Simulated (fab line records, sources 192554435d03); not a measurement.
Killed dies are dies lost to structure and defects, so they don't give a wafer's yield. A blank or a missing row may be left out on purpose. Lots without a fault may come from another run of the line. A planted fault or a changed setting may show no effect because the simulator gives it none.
Which tool did it? | flow n5_finfet | 11 lots, 28 wafers sampled, at 5 steps of a route of 1938

WHAT THE GAUGES READ, wafer by wafer
The record holds no reading of a measuring or inspecting step that can be judged against a usual standard deviation.

WHICH TOOL RAN EACH LOT (tool, then ch and the chambers of the sampled wafers, then the start)
lot  | N5_BEOL_M15_ETCH_38                           | N5_BEOL_M15_SPUTTER_43       | N5_PASSIVATION_ETCH_59            | N5_PASSIVATION_PASS_ETCH_47        | N5_PASSIVATION_PROBE_49
L260 | rie_diel-02 ch 1,2, day 13 01:57 or earlier   | pvd_sputter-03, day 13 01:57 | rie_metal-02 ch 0,1, day 13 14:49 | rie_diel-06 ch 0,1,2, day 13 16:05 | -
L265 | rie_diel-03 ch 3, day 13 21:53 or earlier     | pvd_sputter-03, day 13 21:53 | rie_metal-02 ch 1, day 14 09:21   | rie_diel-06 ch 2, day 14 10:50     | -
L267 | rie_diel-03 ch 1, day 14 12:59 or earlier     | pvd_sputter-03, day 14 12:59 | rie_metal-02 ch 0, day 14 23:23   | rie_diel-06 ch 2, day 15 00:57     | prober-01, day 15 03:58
L272 | rie_diel-03 ch 0,1,2, day 15 17:40 or earlier | pvd_sputter-01, day 15 17:40 | rie_metal-03 ch 0,1, day 16 05:15 | rie_diel-05 ch 0,1,2, day 16 06:37 | -
L273 | rie_diel-02 ch 0,2,3, day 16 08:21 or earlier | pvd_sputter-02, day 16 08:21 | rie_metal-01 ch 0, day 16 23:13   | rie_diel-05 ch 0,2,3, day 17 00:40 | -
L274 | rie_diel-02 ch 0,1, day 17 09:31 or earlier   | pvd_sputter-01, day 17 09:31 | rie_metal-01 ch 0,1, day 17 20:31 | rie_diel-04 ch 2, day 17 21:54     | -
L277 | rie_diel-03 ch 0,2,3, day 17 14:42 or earlier | pvd_sputter-03, day 17 14:42 | rie_metal-03 ch 0,1, day 18 01:00 | rie_diel-06 ch 0,1,2, day 18 02:17 | -
L275 | rie_diel-03 ch 1,2,3, day 17 23:24 or earlier | pvd_sputter-03, day 17 23:24 | rie_metal-03 ch 0,1, day 18 10:29 | rie_diel-04 ch 0,2,3, day 18 12:31 | -
L278 | rie_diel-02 ch 0,1,3, day 18 16:18 or earlier | pvd_sputter-02, day 18 16:18 | rie_metal-01 ch 0,1, day 19 05:19 | rie_diel-04 ch 0,1, day 19 07:17   | -
L279 | rie_diel-02 ch 0,3, day 18 23:31 or earlier   | pvd_sputter-01, day 18 23:31 | rie_metal-03 ch 1, day 19 10:45   | rie_diel-05 ch 1,2, day 19 15:00   | -
L280 | rie_diel-01 ch 1,2, day 18 23:43 or earlier   | pvd_sputter-03, day 18 23:43 | rie_metal-02 ch 1, day 19 10:18   | rie_diel-04 ch 1,2, day 19 14:54   | -
- N5_BEOL_M15_ETCH_38: etches SiCN in CF4/N2, target depth 106.4 nm, time 120.5 s.
- N5_BEOL_M15_SPUTTER_43: material TaN, target thk 15 nm, time 24.19 s.
- N5_PASSIVATION_ETCH_59: etches TaN in Cl2/BCl3, target depth 65 nm, time 34.9 s.
- N5_PASSIVATION_PASS_ETCH_47: etches SiNx in CF4/O2, target depth 770 nm, time 385 s.
- N5_PASSIVATION_PROBE_49

WHAT THE TOOLS THEMSELVES READ (means of the sampled wafers that have a number; where no wafer has one, the mark that the record gives instead)
N5_BEOL_M15_ETCH_38.
lot  | tool        | bias_w (W) | drypump_motor_current_A (A) | n2_flow_sccm (sccm) | oes_product_au (a.u.) | rf_vpp_V (V) | showerhead_plenum_p_Torr (Torr) | throttle_valve_pct (%)
L260 | rie_diel-02 | 70.03      | 6.0                         | 60.12               | 0.83                  | 380.5        | 2.14                            | 15.59
L265 | rie_diel-03 | 70.00      | 6.7                         | 60.25               | 0.85                  | 381.5        | 2.24                            | 15.21
L267 | rie_diel-03 | 70.02      | 6.0                         | 59.80               | 0.69                  | 384.2        | 2.27                            | 15.96
L272 | rie_diel-03 | 69.83      | 5.5                         | 59.94               | 0.71                  | 382.5        | 2.22                            | 15.57
L273 | rie_diel-02 | 70.07      | 6.1                         | 60.16               | 0.87                  | 382.9        | 2.22                            | 15.32
L274 | rie_diel-02 | 69.85      | 5.5                         | 59.98               | 0.91                  | 383.9        | 2.25                            | 15.33
L277 | rie_diel-03 | 69.78      | 5.8                         | 59.92               | 0.74                  | 382.3        | 2.20                            | 15.33
L275 | rie_diel-03 | 69.93      | 6.1                         | 59.90               | 0.73                  | 382.6        | 2.23                            | 15.58
L278 | rie_diel-02 | 69.78      | 5.7                         | 59.89               | 0.88                  | 384.5        | 2.28                            | 15.30
L279 | rie_diel-02 | 70.02      | 5.9                         | 60.03               | 0.85                  | 382.4        | 2.24                            | 15.29
L280 | rie_diel-01 | 70.22      | 5.8                         | 60.02               | 0.80                  | 383.9        | 2.27                            | 15.23

N5_BEOL_M15_SPUTTER_43.
lot  | tool           | chamber_pressure_pa (Pa) | throttle_valve_pct (%)
L260 | pvd_sputter-03 | 0.12001                  | 31.2
L265 | pvd_sputter-03 | 0.12023                  | 30.5
L267 | pvd_sputter-03 | 0.12019                  | 29.4
L272 | pvd_sputter-01 | 0.12021                  | 30.8
L273 | pvd_sputter-02 | 0.11995                  | 29.3
L274 | pvd_sputter-01 | 0.12010                  | 30.6
L277 | pvd_sputter-03 | 0.12025                  | 30.0
L275 | pvd_sputter-03 | 0.11997                  | 31.5
L278 | pvd_sputter-02 | 0.11994                  | 29.1
L279 | pvd_sputter-01 | 0.11983                  | 31.1
L280 | pvd_sputter-03 | 0.12001                  | 30.4

N5_PASSIVATION_ETCH_59.
lot  | tool         | bias_w (W) | drypump_motor_current_A (A) | oes_product_au (a.u.) | throttle_valve_pct (%)
L260 | rie_metal-02 | 99.94      | 5.2                         | 0.90                  | 20.92
L265 | rie_metal-02 | 100.05     | 5.2                         | 0.95                  | 20.88
L267 | rie_metal-02 | 100.09     | 5.2                         | 0.86                  | 20.94
L272 | rie_metal-03 | 99.97      | 5.5                         | 0.75                  | 21.36
L273 | rie_metal-01 | 100.00     | 5.1                         | 0.75                  | 21.23
L274 | rie_metal-01 | 99.94      | 5.5                         | 0.86                  | 21.37
L277 | rie_metal-03 | 99.98      | 5.3                         | 0.69                  | 21.34
L275 | rie_metal-03 | 99.73      | 5.3                         | 0.69                  | 21.33
L278 | rie_metal-01 | 99.68      | 5.7                         | 0.87                  | 21.44
L279 | rie_metal-03 | 99.89      | 5.7                         | 0.77                  | 21.44
L280 | rie_metal-02 | 100.03     | 5.2                         | 0.90                  | 20.89

N5_PASSIVATION_PASS_ETCH_47.
lot  | tool        | bias_w (W) | drypump_motor_current_A (A) | oes_product_au (a.u.) | rf_vpp_V (V) | run_length_s (s) | showerhead_plenum_p_Torr (Torr) | throttle_valve_pct (%)
L260 | rie_diel-06 | 48.93      | 5.5                         | 0.83                  | 242          | 408.0            | 2.21                            | 15.76
L265 | rie_diel-06 | 49.15      | 5.0                         | 0.92                  | 246          | 387.6            | 2.16                            | 15.30
L267 | rie_diel-06 | 49.32      | 4.9                         | 0.91                  | 244          | 387.4            | 2.16                            | 15.29
L272 | rie_diel-05 | 49.11      | 5.6                         | 0.79                  | 242          | 407.9            | 2.22                            | 15.82
L273 | rie_diel-05 | 48.87      | 5.7                         | 0.80                  | 240          | 408.1            | 2.21                            | 15.81
L274 | rie_diel-04 | 48.83      | 5.8                         | 0.74                  | 245          | 409.1            | 2.20                            | 16.06
L277 | rie_diel-06 | 48.96      | 5.5                         | 0.80                  | 243          | 407.9            | 2.19                            | 15.83
L275 | rie_diel-04 | 48.87      | 5.5                         | 0.73                  | 246          | 408.5            | 2.16                            | 16.04
L278 | rie_diel-04 | 48.89      | 5.5                         | 0.89                  | 250          | 408.7            | 2.23                            | 15.48
L279 | rie_diel-05 | 48.97      | 5.2                         | 0.80                  | 244          | 408.2            | 2.27                            | 15.82
L280 | rie_diel-04 | 49.02      | 5.8                         | 0.83                  | 246          | 409.1            | 2.21                            | 15.70

N5_PASSIVATION_PROBE_49.
lot  | tool      | defect_limited_yield (%) | killed_at_M0_to_M3 | killed_at_M4_up | killed_at_contacts | killed_at_front_end | killed_at_other | killed_dies | killed_open | killed_short | sort_bin_4_leakage (%) | sort_bin_5_function (%) | sort_bin_6_memory (%) | sort_n_pass | sort_yield_pct (%)
L267 | prober-01 | 91.9                     | 41                 | 15              | 0                  | 36                  | 4.0             | 96          | 67          | 27           | 0.00                   | 5.0                     | 3.1                   | 1084        | 91.9

THE ANSWER, worked out from the rows above alone
Rule: what is usual is taken from the lots themselves. Put in order of their means at a reading, lots are off if they are a third of the lots or fewer, leave a main group of 4 or more, and stand apart from it by a gap of 3 or more times the standard deviation of the main group's means; of several such gaps the widest counts. A main group whose means are all the same, to the digits that the tables above print for the reading, isn't used. A lot without any number at a reading at which 4 lots or more have one is off too. The other lots that the step has rows for count as sound. The gauges are gone through in route order, then the tools' own readings, and for those a lot's mean is taken as printed above. The first step at which some lot is off is used, and at that step the reading that is off furthest; a lot without a number counts as furthest.
Off: L265, L267, at N5_PASSIVATION_PASS_ETCH_47 (run_length_s). The main group: mean 408.4 s, standard deviation 0.46.
A tool fits if, at that step or a process step before it, it ran every lot that is off, and no sound lot after the first of them. N5_BEOL_M15_ETCH_38 gives no start for some lots, so the hours and the order of its lots are those of N5_BEOL_M15_SPUTTER_43. None of those tried fits.

WHAT THE SIMULATOR HAD PUT IN
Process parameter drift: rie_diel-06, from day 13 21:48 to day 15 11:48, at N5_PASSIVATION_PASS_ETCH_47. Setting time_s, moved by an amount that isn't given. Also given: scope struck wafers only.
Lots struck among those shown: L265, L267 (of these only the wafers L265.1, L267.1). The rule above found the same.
